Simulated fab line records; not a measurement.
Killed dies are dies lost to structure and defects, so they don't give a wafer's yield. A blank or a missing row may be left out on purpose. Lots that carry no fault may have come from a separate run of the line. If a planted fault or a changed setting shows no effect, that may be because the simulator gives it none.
Comparing a struck lot with a sound one || flow nandHarc || 14 steps out of a route of 1302
Sound: these wafers, L516.2, L516.3, L516.5. Struck: wafers L508.3, L508.4, L508.6. The cause is given at the end.
For every step that has rows: the tool of each side, followed by ch and its chambers, followed by its first start. Under that, the readings that differ: sound wafers || struck wafers || difference of the means || sigmas: that difference in standard deviations of wafers without a fault.
alike: same words and numbers on both sides, and readings whose means sit less than 2 such deviations apart. not compared: any withheld reading, any reading some wafer has no value for, any bound like >300 that may hide the same value, and any number with overlapping values for which the record gives no deviation.
A row with sigmas, a row that says differs or no value, or rows on one side alone: a step with any of these is where the two part. Numbers that don't overlap but have no deviation are shown without sigmas and don't part them. A reading that every wafer of one side lacks parts them only if that side has two wafers or more.

first, 4 steps without rows for these wafers: NHARC_P_CONTACT_EBR_08; NHARC_P_CONTACT_EXPOSE_09 (exposes mask P CA, target cd 90 nm); NHARC_P_CONTACT_PEB_10 (peb time 65 s); NHARC_P_CONTACT_DEVELOP_11 (develop time 35 s).
NHARC_P_CONTACT_CD_MEAS_12: target cd 90 nm.
  sound on cdSem-02 ch 0, day 12 23:44; struck on cdSem-03 ch 0, day 10 05:40
{"reading": "cdNm (nm)", "sound": "89.8 89.9 90.6", "struck": "88.6 89.5 88.9", "difference": -1.1, "sigmas": -2}
NHARC_P_CONTACT_OVL_MEAS_13:
  sound on overlay-01 at day 12 23:49; struck on overlay-01 at day 10 05:45
  alike: overlayXNm, overlayYNm
NHARC_P_CONTACT_INSPECT_14:
  sound on defectInspect-01 at day 12 23:52; struck on defectInspect-02 at day 10 05:47
  alike: rawDefectCount
NHARC_P_CONTACT_DESCUM_17: chemistry O2, time 3 s.
  sound on rieDiel-09 ch 0,1, day 12 23:55; struck on rieDiel-07 ch 0,1, day 10 05:51
  alike: drypumpMotorCurrentA, oesProductAu, rfVppV, showerheadPlenumPTorr, throttleValvePct
  not compared: rfHoursCounterH
NHARC_P_CONTACT_ETCH_35: etches the open film in CF4, target depth 39 nm, time 65 s.
  sound on rieDiel-09 ch 0,1, day 13 00:01; struck on rieDiel-07 ch 0,2,3, day 10 05:56
  alike: biasW, cf4FlowSccm, drypumpMotorCurrentA, oesProductAu, rfVppV, showerheadPlenumPTorr, throttleValvePct
  not compared: rfHoursCounterH
NHARC_P_CONTACT_ETCH_36: etches the open film in N2/H2, target depth 260 nm, time 406.25 s.
  sound: rieDiel-09 ch 2,3; struck: rieDiel-07 ch 0,1,3
  alike: biasW, chamberPressureMTorr, drypumpMotorCurrentA, oesProductAu, rfVppV, showerheadPlenumPTorr, throttleValvePct
  not compared: rfHoursCounterH
NHARC_P_CONTACT_ETCH_18: etches the open film in C4F8/O2/Ar, target depth 481 nm, time 240.5 s.
  sound: rieDiel-09 ch 0,3; struck: rieDiel-07 ch 0,2,3
  alike: biasW, chamberPressureMTorr, oesProductAu, rfVppV
  not compared: rfHoursCounterH
then, 1 step without rows for these wafers: NHARC_P_CONTACT_STRIP_37 (strips in C4F8/O2/Ar).
NHARC_P_CONTACT_ETCH_31: etches the open film in CH3F/O2, target depth 30 nm, time 85.7 s.
  sound on rieDiel-09 ch 0,2,3, day 13 00:40; struck on rieDiel-07 ch 1,2,3, day 10 06:36
  no value came back on the struck wafers for any of 7 readings (biasW (W), ch3fFlowSccm (sccm) and others); on the sound wafers biasW (W) reads 100.3 100.0 100.1
  not compared: rfHoursCounterH
NHARC_P_CONTACT_CD_MEAS_19:
  sound on cdSem-02 at day 13 00:47; struck on cdSem-03 at day 10 06:44
  alike: cdNm

WHERE THEY PART
Earliest at NHARC_P_CONTACT_CD_MEAS_12; latest, in this record, at NHARC_P_CONTACT_ETCH_31. Later steps at which nothing parts them and some readings are alike: NHARC_P_CONTACT_CD_MEAS_19.

WHY: whatever the simulator had introduced
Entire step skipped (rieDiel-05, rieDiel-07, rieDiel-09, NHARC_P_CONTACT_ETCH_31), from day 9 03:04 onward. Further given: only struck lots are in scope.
